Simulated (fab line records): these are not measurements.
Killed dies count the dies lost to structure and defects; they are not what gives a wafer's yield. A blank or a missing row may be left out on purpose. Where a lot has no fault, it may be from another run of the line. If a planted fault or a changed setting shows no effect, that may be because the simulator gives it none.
Split-lot study ; flow n5Finfet ; 7 lots, 21 wafers read, on a route of 1938 steps

THE SPLIT
At N5_MOL_CONTACT_COAG_ALD_133 (deposits SiO2, target thk 5 nm, pulse time 1 s, co reactant pulse time 1 s), the setting aldCycles was moved away from the recipe's 35 on 8 of the 21 wafers read, by -14.3% to +14.3%. All remaining wafers had this setting at the recipe value.

The split's own step is where the reading is taken.

THE READING
SiO2_of_MOL_CONTACT_COAG_ALD_133.thkNm (the simulator's own value, which no gauge read), in nm, at N5_MOL_CONTACT_COAG_ALD_133 (deposits SiO2, target thk 5 nm, pulse time 1 s, co reactant pulse time 1 s). The file does not state a usual value for it.

wafer;tool, chamber at the split;aldCycles as run;against the recipe;SiO2_of_MOL_CONTACT_COAG_ALD_133.thkNm, nm;against lot-mates on the recipe
L076.1;aldSin-03, 2;35;recipe;5;-
L076.3;aldSin-03, 0;33;-5.7%;4.8;-0.2
L076.6;aldSin-03, 0;33;-5.7%;4.6;-0.4
L077.3;aldSin-01, 0,1;35;recipe;5;-
L077.4;aldSin-01, 0,1;35;recipe;5;-
L077.6;aldSin-01, 2;38;+8.6%;5.4;+0.4
L078.2;aldSin-03, 3,1,1;35;recipe;5;-
L078.4;aldSin-03, 3,1,1;35;recipe;5;-
L078.5;aldSin-03, 3,1,1;35;recipe;5;-
L081.3;aldSin-01, 1;30;-14.3%;4.2;-0.8
L081.4;aldSin-01, 3;30;-14.3%;4.4;-0.6
L081.6;aldSin-01, 0;35;recipe;5;-
L091.2;aldSin-03, 3,0;35;recipe;5;-
L091.6;aldSin-03, 3,0;35;recipe;5;-
L091.3;aldSin-03, 2;37;+5.7%;5.2;+0.2
L093.2;aldSin-04, 0,1;35;recipe;5;-
L093.4;aldSin-04, 0,1;35;recipe;5;-
L093.5;aldSin-04, 3;36;+2.9%;5.2;+0.2
L095.3;aldSin-04, 1,2;35;recipe;5;-
L095.5;aldSin-04, 1,2;35;recipe;5;-
L095.4;aldSin-04, 0;40;+14.3%;5.8;+0.8
When a row names more than one chamber, that row covers several wafers, and the file does not tell which wafer ran in which chamber.

THE FIT
A straight line over all 21 wafers: SiO2_of_MOL_CONTACT_COAG_ALD_133.thkNm changes by +0.0505 nm for each +1% of aldCycles; r = +0.99; the points scatter about the line by 0.056 nm.
The same after taking each lot's own level away (the mean of its wafers on the recipe; 21 wafers): +0.0505 nm for each +1%; r = +0.99; scatter 0.056 nm.
According to that fit, moving aldCycles by its largest amount changes the reading by 0.72 nm.
The lots' own levels span 5.00 to 5.00 nm.
The two slopes agree, so the slope changes little with the lot-to-lot level.
Check: -0.687 nm against its lot-mates is what the line predicts for one of the wafers moved furthest among these (-14.3%) when that wafer is left out of the fit. Against them it came out at -0.8 nm.

FURTHER SPLITS ON THESE WAFERS
Before the reading, these wafers also passed through other splits. Each is held against what the fit with the lots' levels taken away leaves over:
other split on the same wafers;wafers away from the commonest value;r with SiO2_of_MOL_CONTACT_COAG_ALD_133.thkNm (lot level and that fit taken away)
N5_HKMG_FIN_HK_ALD_01 aldCycles;8;+0.55
N5_MOL_CONTACT_COAG_COAT_75 spinRpm;6;+0.05
N5_MOL_CONTACT_COAG_DESCUM_45 timeS;9;-0.31

THE FILE'S OWN FIT
SiO2_of_MOL_CONTACT_COAG_ALD_133.thkNm changes by +0.051 nm for each +1% of aldCycles, r = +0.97.
